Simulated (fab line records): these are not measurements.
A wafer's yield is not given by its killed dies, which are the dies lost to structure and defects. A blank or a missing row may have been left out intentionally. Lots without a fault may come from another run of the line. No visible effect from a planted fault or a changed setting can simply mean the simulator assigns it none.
Chamber matching    flow nandHarc    NHARC_P_M0_ETCH_34 on rieDiel-02 has 4 sister chambers
The step etches the open film in N2/H2, target depth 40 nm, overetch 12 nm, time 43.94 s. 14 wafers are shown with their chamber, then 7 later ones without.

## WAFERS WITH THEIR CHAMBER
wafer   chamber  showerheadPlenumPTorr (Torr)  drypumpMotorCurrentA (A)  rfVppV (V)
L887.1  3        2.00                          5.8                       429.7
L887.4  1        1.99                          6.2                       428.9
L887.5  2        1.97                          5.4                       428.3
L891.2  0        1.90                          5.7                       426.6
L891.3  2        1.97                          5.4                       429.7
L891.5  3        2.00                          5.9                       428.6
L892.1  2        1.97                          5.4                       427.4
L892.4  0        1.90                          5.7                       426.8
L892.5  1        1.99                          6.2                       429.7
L890.1  2        1.97                          5.4                       428.2
L890.2  0        1.90                          5.7                       426.2
L890.6  0        1.90                          5.7                       427.5
L902.1  0        1.90                          5.7                       426.3
L902.2  2        1.96                          5.4                       428.2

SIGNATURES (means of the wafers above)
reading                chamber 0  chamber 1  chamber 2  chamber 3  scatter within a chamber
showerheadPlenumPTorr  1.9000     1.9900     1.9680     2.0000     0.00283
drypumpMotorCurrentA   5.700      6.200      5.400      5.850      0.0224
rfVppV                 426.680    429.300    428.360    429.150    0.69
Rule: distance of a wafer from a chamber = root of the sum over the readings of ((wafer's reading minus chamber's mean) / reading's scatter) squared. The wafer belongs to the nearest chamber; if the next one is less than 2 further off, it can't be placed. The scatter: take each reading less its chamber's mean, square it, sum over the shown wafers, divide by the number of wafers less the number of chambers, and take the root.

## WAFERS MISSING THEIR CHAMBER
wafer   showerheadPlenumPTorr (Torr)  drypumpMotorCurrentA (A)  rfVppV (V)
L902.5  1.99                          5.8                       428.6
L904.2  1.96                          5.5                       427.1
L904.3  1.90                          5.7                       426.8
L904.4  1.98                          6.2                       429.9
L906.1  1.98                          6.2                       429.4
L906.5  1.96                          5.5                       429.4
L906.6  1.98                          6.2                       430.1

## THE CHAMBER EACH PASSED THROUGH
wafer   from the rows above  in truth
L902.5  3                    3
L904.2  2                    2
L904.3  0                    0
L904.4  1                    1
L906.1  1                    1
L906.5  2                    2
L906.6  1                    1
7 of 7 placed correctly. Number that these rows cannot place: 0. Wrongly placed: 0.
